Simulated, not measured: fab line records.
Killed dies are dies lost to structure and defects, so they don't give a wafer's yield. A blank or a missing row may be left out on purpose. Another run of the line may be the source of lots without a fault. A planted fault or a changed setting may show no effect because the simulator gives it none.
Matching of chambers + flow nand-harc + 4 sister chambers for NHARC_A_CONTACT_ETCH_92 on rie-diel-03
The step etches the open film in CH3F/O2, target depth 40 nm, time 85.7 s. 4 wafers are shown with their chamber, then 12 later ones without.

WAFERS WITH THEIR CHAMBER
| wafer  | chamber | drypump-motor-current-A (A) |
|--------|---------|-----------------------------|
| L088.4 | 0       | 5.7                         |
| L092.1 | 3       | 5.4                         |
| L092.2 | 2       | 5.4                         |
| L092.4 | 1       | 4.9                         |

WAFERS WHOSE CHAMBER IS MISSING
| wafer  | drypump-motor-current-A (A) |
|--------|-----------------------------|
| L093.1 | 5.0                         |
| L093.3 | 5.4                         |
| L093.5 | 5.4                         |
| L094.1 | 5.8                         |
| L094.4 | 5.4                         |
| L094.5 | 5.5                         |
| L097.1 | 5.5                         |
| L097.5 | 4.9                         |
| L097.6 | 5.4                         |
| L096.1 | 5.4                         |
| L096.2 | 5.0                         |
| L096.3 | 5.4                         |

EACH ONE'S CHAMBER
| wafer  | from the rows above          | in truth |
|--------|------------------------------|----------|
| L093.1 | 1                            | 1        |
| L093.3 | can't be placed: 2 or 3      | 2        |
| L093.5 | can't be placed: 2 or 3      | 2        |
| L094.1 | 0                            | 0        |
| L094.4 | can't be placed: 2 or 3      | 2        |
| L094.5 | can't be placed: 2 or 3 or 0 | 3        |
| L097.1 | can't be placed: 2 or 3 or 0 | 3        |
| L097.5 | 1                            | 1        |
| L097.6 | can't be placed: 2 or 3      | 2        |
| L096.1 | can't be placed: 2 or 3      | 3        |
| L096.2 | 1                            | 1        |
| L096.3 | can't be placed: 2 or 3      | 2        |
Correctly placed: 4 of 12. Not placeable from these rows: 8 (in 8, the candidates include the true chamber). Placed wrongly: 0.
How it was worked out, from the rows above alone: a wafer's distance from a chamber is the root of the sum, over the readings, of the square of ((its reading less the chamber's mean) divided by the reading's scatter). The wafer belongs to the nearest chamber; if the next one is less than 2 further off, it can't be placed. The mean given for a chamber averages the wafers shown for that chamber. The scatter: with one shown wafer a chamber, the root of the mean of the squares of how far each hidden wafer lies from its nearest shown one.
